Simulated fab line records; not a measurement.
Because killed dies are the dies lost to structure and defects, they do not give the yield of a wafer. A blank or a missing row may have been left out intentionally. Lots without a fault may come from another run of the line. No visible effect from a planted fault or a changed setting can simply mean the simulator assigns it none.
Split-lot experiment -- flow n5Finfet -- 21 wafers read from 7 lots, route of 1938 steps

## SPLIT DETAILS
At N5_BEOL_M7_COAT_60 (time 60 s, resist thk 35 nm), the setting spinRpm was moved away from the recipe's 1500 rpm on 6 of the 21 wafers read, by -8.2% to +11.0%. All remaining wafers had this setting at the recipe value.

## FROM THE SPLIT TO THE READING: what the file shows between them, 3 steps
- N5_BEOL_M7_COAT_05: resist thk 90 nm
- N5_BEOL_M7_EBR_07
- N5_BEOL_M7_DESCUM_16: chemistry O2, time 7.9 s

## THE READING
etch.depthNm (the simulator's own value, which no gauge read), in nm, at N5_BEOL_M7_ETCH_61 (etches SiARC in CF4, target depth 45.5 nm, time 75.8 s). The file gives no usual value for it. Average 35.02 nm, standard deviation 0.11 nm, over the 15 wafers here run with the recipe.

wafer,"tool, chamber at the split","spinRpm as run, rpm",against the recipe,"etch.depthNm, nm",against lot-mates on the recipe
L074.1,"lithoTrack-01, 0",1569,+4.6%,34.39,-0.81
L074.2,"lithoTrack-01, 0",1569,+4.6%,34.49,-0.71
L074.4,"lithoTrack-01, 0",1500,recipe,35.2,-
L076.1,"lithoTrack-04, 0",1665,+11.0%,33.11,-1.77
L076.3,"lithoTrack-04, 0",1500,recipe,34.87,-
L076.4,"lithoTrack-04, 0",1500,recipe,34.89,-
L078.2,"lithoTrack-04, 0",1500,recipe,34.95,-
L078.3,"lithoTrack-04, 0",1426,-4.9%,35.72,+0.80
L078.4,"lithoTrack-04, 0",1500,recipe,34.9,-
L082.3,"lithoTrack-04, 0",1500,recipe,35.17,-
L082.5,"lithoTrack-04, 0",1500,recipe,35.12,-
L082.6,"lithoTrack-04, 0",1500,recipe,35.16,-
L090.1,"lithoTrack-02, 0",1500,recipe,35,-
L090.4,"lithoTrack-02, 0",1500,recipe,35.09,-
L090.6,"lithoTrack-02, 0",1500,recipe,35.16,-
L089.1,"lithoTrack-04, 0",1377,-8.2%,36.47,+1.51
L089.2,"lithoTrack-04, 0",1377,-8.2%,36.5,+1.54
L089.5,"lithoTrack-04, 0",1500,recipe,34.96,-
L094.2,"lithoTrack-04, 0",1500,recipe,34.99,-
L094.4,"lithoTrack-04, 0",1500,recipe,34.91,-
L094.5,"lithoTrack-04, 0",1500,recipe,34.91,-

FIT RESULTS
A straight line over all 21 wafers: etch.depthNm changes by -0.167 nm for each +1% of spinRpm; r = -0.98; the points scatter about the line by 0.13 nm.
The same after taking each lot's own level away (the mean of its wafers on the recipe; 21 wafers): -0.172 nm for each +1%; r = -1.00; scatter 0.059 nm.
The reading moves by 1.9 nm for the largest change in spinRpm, on that fit.
Measured against the standard deviation above, the lots' own levels, which go from 34.880 to 35.200 nm, span 2.8 times it.
The two slopes are in agreement: the lot-to-lot level therefore moves the slope only a little.
Check: for one of the wafers moved furthest among these (+11.0%), held out of the fit, the line's prediction against its lot-mates is -1.95 nm. It came out at -1.77 nm against them.

## THE WHOLE CHAIN: every reading that the file lists as answering this split, in the file's order
step,what it does,reading,change (the file's fit),r (the file's)
N5_BEOL_M7_COAT_60,"time 60 s, resist thk 35 nm","SiARC_of_BEOL_M7_COAT_60.thkNm (the simulator's own value, which no gauge read)",-0.161 nm for each +1% of the setting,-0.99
N5_BEOL_M7_ETCH_61,"etches SiARC in CF4, target depth 45.5 nm, time 75.8 s","CAR-ArF_of_BEOL_M7_COAT_05.thkNm (the simulator's own value, which no gauge read)",+0.149 nm for each +1% of the setting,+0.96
N5_BEOL_M7_ETCH_61,"etches SiARC in CF4, target depth 45.5 nm, time 75.8 s","etch.depthNm (the simulator's own value, which no gauge read)",-0.169 nm for each +1% of the setting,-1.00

## THE FILE'S OWN FIT
etch.depthNm changes by -0.169 nm for each +1% of spinRpm, r = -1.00.
